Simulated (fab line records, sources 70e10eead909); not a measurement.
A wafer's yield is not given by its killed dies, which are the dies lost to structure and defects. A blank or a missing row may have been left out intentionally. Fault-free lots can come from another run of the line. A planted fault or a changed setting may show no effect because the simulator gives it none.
Commonality check across tools    flow nandHarc    Sampled: 6 lots, 18 wafers

== WHY IT WAS OPENED ==
At NHARC_END_SORT_01 the reading killedAtArray is flagged on 2 of 6 lots. Fault-free wafers read 55, with a standard deviation of 20.
Rule: a lot gets a flag if all its wafers with a number sit over 4 standard deviations from that mean, or if no wafer of it has a number. The other lots count as sound.

lot   measured      on         killedAtArray, wafer by wafer  flag
L356  day 26 07:04  prober-01  87 72 79                       
L358  day 26 21:12  prober-02  66 63 52                       
L362  day 29 00:48  prober-02  35 33 35                       
L363  day 29 18:56  prober-01  64 55 62                       
L368  day 31 21:07  prober-01  154 153 172                    FLAGGED
L369  day 32 04:08  prober-01  169 149 175                    FLAGGED
The mean of the flagged lots' numbers is 162, +107 from the usual (+5 standard deviations).

== EACH LOT AND THE TOOL IT RAN ON ==
Before the reading, the record contains 4 process steps out of a 1302-step route. Every cell lists first the tool, next ch and the chambers used by the sampled wafers, and last the start.
lot   flag     NHARC_A_ONON_D2_DEP_19           NHARC_THIN_TSV_DEP_47            NHARC_THIN_TSV_DEGAS_49      NHARC_THIN_TSV_PRE_CLEAN_50
L356           pecvdOnon-04 ch 0, day 14 12:49  pecvd-03 ch 0,2, day 25 18:50    pvdSputter-03, day 25 19:55  pvdSputter-03, day 26 07:04 or earlier
L358           pecvdOnon-04 ch 0, day 15 07:23  pecvd-04 ch 0,2, day 26 05:50    pvdSputter-02, day 26 06:49  pvdSputter-02, day 26 21:12 or earlier
L362           pecvdOnon-04 ch 0, day 17 00:11  pecvd-04 ch 1,2, day 28 08:19    pvdSputter-01, day 28 09:17  pvdSputter-01, day 29 00:48 or earlier
L363           pecvdOnon-04 ch 0, day 18 04:32  pecvd-03 ch 0,2, day 29 04:46    pvdSputter-02, day 29 05:43  pvdSputter-02, day 29 18:56 or earlier
L368  FLAGGED  pecvdOnon-04 ch 0, day 19 23:02  pecvd-03 ch 0,1,2, day 31 07:23  pvdSputter-03, day 31 08:19  pvdSputter-03, day 31 21:07 or earlier
L369  FLAGGED  pecvdOnon-04 ch 0, day 20 14:51  pecvd-04 ch 0,2, day 31 12:20    pvdSputter-01, day 31 13:16  pvdSputter-01, day 32 04:08 or earlier
What these steps do:
- NHARC_A_ONON_D2_DEP_19: target thk 1000 nm.
- NHARC_THIN_TSV_DEP_47: deposits SiO2, target thk 200 nm.
- NHARC_THIN_TSV_DEGAS_49: time 120 s.
- NHARC_THIN_TSV_PRE_CLEAN_50: time 30 s.
- NHARC_END_SORT_01

== FLAGGED AGAINST TOTAL, ONE TOOL AT A TIME (gauges that did the reading follow at the end) ==
step                         tool           lots run  flagged  share of the flagged lots  sound lots run after its first flagged lot
NHARC_A_ONON_D2_DEP_19       pecvdOnon-04   6         2        all                        0
NHARC_THIN_TSV_DEP_47        pecvd-03       3         1        some                       0
NHARC_THIN_TSV_DEP_47        pecvd-04       3         1        some                       0
NHARC_THIN_TSV_DEGAS_49      pvdSputter-01  2         1        some                       0
NHARC_THIN_TSV_DEGAS_49      pvdSputter-02  2         0        none                       -
NHARC_THIN_TSV_DEGAS_49      pvdSputter-03  2         1        some                       0
NHARC_THIN_TSV_PRE_CLEAN_50  pvdSputter-01  2         1        some                       0
NHARC_THIN_TSV_PRE_CLEAN_50  pvdSputter-02  2         0        none                       -
NHARC_THIN_TSV_PRE_CLEAN_50  pvdSputter-03  2         1        some                       0
NHARC_END_SORT_01            prober-01      4         2        all                        0
NHARC_END_SORT_01            prober-02      2         0        none                       -
NHARC_THIN_TSV_PRE_CLEAN_50 gives no start for some lots, so the hours and the order of its lots are those of NHARC_END_SORT_01.

== WHAT THE TABLE ALLOWS ==
In 2 table rows, all flagged lots were run: pecvdOnon-04 (NHARC_A_ONON_D2_DEP_19), prober-01 (NHARC_END_SORT_01).
- pecvdOnon-04 at NHARC_A_ONON_D2_DEP_19: 2 of its 6 lots flagged. Last sound lot L363 at day 18 04:32, first flagged lot L368 at day 19 23:02; a fault beginning in between fits.
- prober-01 at NHARC_END_SORT_01: 2 of its 4 lots flagged. Last sound lot L363 at day 29 18:56, first flagged lot L368 at day 31 21:07; a fault beginning in between fits.
A lot count leaves these 2 tools indistinguishable: every one of them fits a fault beginning at some hour. More lots, or a look at what each step does to the wafer, might.

== WHAT WAS PUT IN BY THE SIMULATOR ==
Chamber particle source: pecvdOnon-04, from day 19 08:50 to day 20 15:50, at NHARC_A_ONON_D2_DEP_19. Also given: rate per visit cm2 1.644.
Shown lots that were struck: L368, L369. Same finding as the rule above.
